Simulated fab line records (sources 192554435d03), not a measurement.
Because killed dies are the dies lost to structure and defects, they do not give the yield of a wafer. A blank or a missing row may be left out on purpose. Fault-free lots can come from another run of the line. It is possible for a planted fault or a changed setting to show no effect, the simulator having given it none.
Struck lot and sound lot, side by side || flow n5_finfet || 14 steps out of a route of 1938
Sound: wafers L783.1, L783.2, L783.4. Wafers L803.3, L803.4, L803.6 were the ones struck. The cause is named last.
Order at every step that has rows: each side's tool, ch and its chambers, its first start. Under that, the readings that differ: sound wafers || struck wafers || difference of the means || sigmas: that difference in standard deviations of wafers without a fault.
alike: same words and numbers on both sides, and readings whose means sit less than 2 such deviations apart. not compared: any withheld reading, any reading some wafer has no value for, any bound like >300 that may hide the same value, and any number with overlapping values for which the record gives no deviation.
Wherever a step has rows on one side only, a row that says differs or no value, or a row with sigmas, the two part there. When numbers do not overlap yet have no deviation, they are printed without sigmas and do not part them. Lack of a reading on every wafer of one side parts them only where that side has two or more wafers.

N5_ILD0_ALD_15: deposits SiNx, target thk 24 nm, pulse time 1 s, ald cycles 480.
  sound on ald_sin-03 ch 1,2,3, day 3 22:15; struck on ald_sin-03 ch 1,3, day 8 21:55
  alike: heater_power_w, precursor_pulse_height_rel
N5_ILD0_CMP_12: polishes SiNx, stops on poly-Si, t overpolish 6 s, target thk 17.67 nm.
  sound on cmp-02 ch 1,2,3, day 4 00:27; struck on cmp-02 ch 0,3, day 9 00:07
  alike: edge_zone_pressure_frac, motor_current_A, overpolish_run_s, platen_rpm, slurry_filter_dp_kPa, time_to_endpoint_s
  not compared: pad_life_wafers
N5_ILD0_THK_MEAS_13:
  sound: film_metro-02 at day 4 00:44; struck: film_metro-02 at day 9 00:25
  alike: thk_nm
N5_ILD0_INSPECT_06: inspects for defects (darkfield).
  sound: defect_inspect-02 at day 4 00:46; struck: defect_inspect-02 at day 9 00:26
  alike: raw_defect_count
N5_SDB_HM_DEP_00: deposits SiNx from SiH4/NH3/N2, target thk 40 nm, time 35.3 s.
  sound on pecvd-01 ch 0,1,2, day 4 00:48; struck on pecvd-04 ch 0,1, day 9 00:30
  alike: heater_power_w, showerhead_plenum_p_Torr, throttle_valve_pct
then, 7 steps without rows for these wafers: N5_SDB_COAT_03 (time 60 s, resist thk 100 nm); N5_SDB_COAT_04 (time 60 s, resist thk 18 nm); N5_SDB_COAT_05 (resist thk 90 nm); N5_SDB_EBR_07; N5_SDB_SOFTBAKE_06 (time 60 s); N5_SDB_EXPOSE_08 (exposes mask SDB); N5_SDB_PEB_09 (peb time 60 s).
N5_SDB_DEVELOP_10: develop time 30 s.
  struck on litho_track-01, day 9 00:53; sound on litho_track-01 ch 0, day 4 01:12
  no value came back on the struck wafers for chill_plate_temp_C (C), develop_time_s (s); on the sound wafers chill_plate_temp_C (C) reads 22.82 22.63 22.85
{"reading": "model.CAR-ArF_of_SDB_COAT_05.thk_nm (nm)", "sound": "88.6 88.4 88.4", "struck": "90 90 90.2", "difference": "+2", "sigmas": ""}
N5_SDB_CD_MEAS_11: the cd target is 50 nm.
  sound on cd_sem-03 ch 0, day 4 01:15; struck on cd_sem-01 ch 0, day 9 00:57
{"reading": "cd_nm (nm)", "sound": "50.2 50.4 49.3", "struck": "- - -", "difference": "no value on the struck wafers", "sigmas": ""}

## WHERE THEY PART
Last at N5_SDB_CD_MEAS_11 as far as this record goes, first at N5_SDB_DEVELOP_10.

WHY: the cause the simulator had injected
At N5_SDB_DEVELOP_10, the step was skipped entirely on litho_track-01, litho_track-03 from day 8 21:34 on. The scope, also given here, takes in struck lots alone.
